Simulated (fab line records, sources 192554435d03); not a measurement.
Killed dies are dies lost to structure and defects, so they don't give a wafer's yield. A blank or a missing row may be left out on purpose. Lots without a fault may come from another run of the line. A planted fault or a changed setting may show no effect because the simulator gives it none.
Problem report in the 8D (eight disciplines) form, filled by code | flow n5_finfet | the parts of the form that need people (team, actions taken, sign-off) are left out

1. THE PROBLEM
plate_temp_C at N5_BEOL_M8_COAT_71 reads a mean of 218.71 C on 6 wafers of 2 lots; wafers without a fault read 205.01 C with a standard deviation of 0.15. That is +91 standard deviations from the usual mean.
The step: time 60 s, resist thk 5 nm.
First seen on wafer L940.1, day 10 00:25, on litho_track-03. The record holds 33 wafers of 11 lots with a number at this step. Rule for "out", or "out of limits": more than 4 standard deviations from the usual mean. The other wafers with a number count as sound.

2. WHAT IT IS AND WHAT IT IS NOT
question                    | is                                 | is not
which readings at this step | plate_temp_C, heater_power_total_W | -
which lots                  | L940, L943                         | L939, L941, L942, L956, L957, L958, L959, L960, L961
which wafers of those lots  | all that have a number             | -
read on which tools         | litho_track-03                     | litho_track-05
when                        | from day 10 00:25                  | up to then (9 sound wafers); but 18 sound wafers of L956, L957, L958, L959, L960, L961 came after

3. SUSPECTS, AND WHAT RULES EACH OUT
Counting: a tool at a process step up to the reading stays a suspect if it ran every lot that is out and no sound lot after the first of them.
- litho_track-03 at N5_BEOL_M8_COAT_71 (time 60 s, resist thk 5 nm): ruled out as a lasting fault. Sound lots L956, L957, L959, L958, L961 ran on it after its first lot that is out, L940 (day 10 00:25).
Left after counting: nothing in the record.

4. THE CAUSE (what the simulator had put in)
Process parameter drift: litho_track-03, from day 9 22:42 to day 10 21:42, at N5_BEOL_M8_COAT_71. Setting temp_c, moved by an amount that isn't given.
Counting ruled it out, wrongly.

5. THE CHAIN OF EFFECTS, in route order
Each row: a reading whose mean over the struck wafers that have a number lies more than 3 standard deviations from the usual. Only readings for which the record gives a usual standard deviation are gone through. hours: the time from each lot's start at the first step in this table that gives one to its start at this step, as a median over the lots. sigmas: the change in usual standard deviations.
hours | step               | reading              | usual    | on struck wafers | change | sigmas
0     | N5_BEOL_M8_COAT_71 | heater_power_total_W | 391.8 W  | 424.2            | +32.4  | +25
0     | N5_BEOL_M8_COAT_71 | plate_temp_C         | 205.01 C | 218.71           | +13.70 | +91
The process steps in it:
- N5_BEOL_M8_COAT_71: time 60 s, resist thk 5 nm.

6. WHAT WOULD HAVE CAUGHT IT SOONER
In this record the first reading out of limits was taken at day 10 00:25, 2 hours after the fault began at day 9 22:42.
